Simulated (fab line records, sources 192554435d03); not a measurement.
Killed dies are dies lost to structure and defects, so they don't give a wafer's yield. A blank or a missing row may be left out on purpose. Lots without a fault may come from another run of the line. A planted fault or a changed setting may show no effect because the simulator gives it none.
One fault seen from 2 desks | flow n5_finfet | each desk has only its own numbers; what lay behind them comes last

THE TOOL OWNER'S DESK: implanter-02
The tool's own readings at N5_MOL_CONTACT_COAG_IMPLANT_129: means of the sampled wafers that have a number, for each lot that ran on this tool. A lot is out of limits, marked OUT, if its mean lies more than 4 standard deviations from the usual mean; the brackets give that distance.
Columns: A = beam_on_s at N5_MOL_CONTACT_COAG_IMPLANT_129, usual 39 s; B = dose_ions_cm2 at N5_MOL_CONTACT_COAG_IMPLANT_129, usual 5.999e+14; C = faraday_current_uA at N5_MOL_CONTACT_COAG_IMPLANT_129, usual 1986
lot  | first seen here | A             | B                           | C
L903 | day 4 20:39     | 44            | 5.993e+14                   | 1696
L906 | day 5 12:21     | 45            | 6.001e+14                   | 1690
L912 | day 6 22:45     | 10 (-5.6) OUT | 5.913e+13 (-99 or more) OUT | 752 (-4.6) OUT
L914 | day 7 13:35     | 10 (-5.6) OUT | 6.050e+13 (-99 or more) OUT | 746 (-4.6) OUT
L924 | day 10 01:40    | 45            | 6.006e+14                   | 1696
This desk's finding: out of limits on L912, L914; first on L912, day 6 22:45 (beam_on_s at N5_MOL_CONTACT_COAG_IMPLANT_129). In limits: L903, L906, L924.

THE METROLOGY DESK
What the gauges read, lot by lot, whatever tool the lot ran on: means of the sampled wafers that have a number. A lot is out of limits, marked OUT, if its mean lies more than 4 standard deviations from the usual mean; the brackets give that distance. Of its 17 readings 7 are shown: the one that was out of limits first, and those that lie furthest out on some lot.
Columns: A = IOFF_N at N5_BEOL_M4_RC_MEAS_101, usual 0.15 nA/um; B = RC_DENSE_N at N5_BEOL_M4_RC_MEAS_101, usual 19.1 ohm.um; C = RC_DENSE_P at N5_BEOL_M4_RC_MEAS_101, usual 23.9 ohm.um; D = RC_N at N5_BEOL_M4_RC_MEAS_101, usual 15.5 ohm.um; E = RC_P at N5_BEOL_M4_RC_MEAS_101, usual 19.4 ohm.um; F = REXT_N at N5_BEOL_M4_RC_MEAS_101, usual 74.8 ohm.um; G = REXT_P at N5_BEOL_M4_RC_MEAS_101, usual 100.9 ohm.um
lot  | first seen here | A    | B              | C              | D              | E              | F               | G
L903 | day 4 20:35     | 0.16 | 19.5           | 24.9           | 16.0           | 20.4           | 75.6            | 100.8
L906 | day 5 12:17     | 0.14 | 19.3           | 24.0           | 15.7           | 19.6           | 73.4            | 101.2
L912 | day 6 22:43     | 0.18 | 34.3 (+33) OUT | 43.0 (+31) OUT | 27.9 (+34) OUT | 35.1 (+33) OUT | 87.3 (+7.0) OUT | 115.6 (+6.7) OUT
L914 | day 7 13:32     | 0.19 | 34.9 (+34) OUT | 43.6 (+32) OUT | 28.4 (+36) OUT | 35.6 (+34) OUT | 89.5 (+8.2) OUT | 112.7 (+5.4) OUT
L919 | day 8 17:36     | 0.16 | 18.9           | 23.8           | 15.3           | 19.3           | 72.7            | 101.3
L922 | day 9 12:57     | 0.16 | 18.3           | 22.9           | 14.9           | 18.9           | 73.0            | 98.0
L924 | day 10 01:32    | 0.16 | 19.8           | 24.7           | 16.2           | 20.0           | 73.2            | 97.7
L925 | day 10 10:06    | 0.13 | 18.5           | 22.9           | 15.0           | 18.7           | 74.9            | 96.9
L926 | day 10 17:13    | 0.23 | 19.1           | 24.2           | 15.7           | 19.6           | 74.1            | 103.0
This desk's finding: out of limits on L912, L914; first on L912, day 16 22:43 (RC_DENSE_N at N5_BEOL_M4_RC_MEAS_101). In limits: L903, L906, L919, L922, L924, L925, L926.

PUT TOGETHER
The tool owner's desk could have raised an alarm at day 6 22:45, on L912, L914.
The metrology desk could have raised an alarm at day 16 22:43, on L912, L914.
Of the lots named, all ran N5_MOL_CONTACT_COAG_IMPLANT_129 on implanter-02.

WHAT THE SIMULATOR HAD PUT IN
Process parameter drift: implanter-02, from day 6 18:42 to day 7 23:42, at N5_MOL_CONTACT_COAG_IMPLANT_129. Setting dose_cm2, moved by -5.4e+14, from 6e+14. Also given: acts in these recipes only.
Lots struck among those shown: L912, L914.
Hours from the fault's start to each desk's first reading out of limits: the tool owner's desk, 4; the metrology desk, 244.
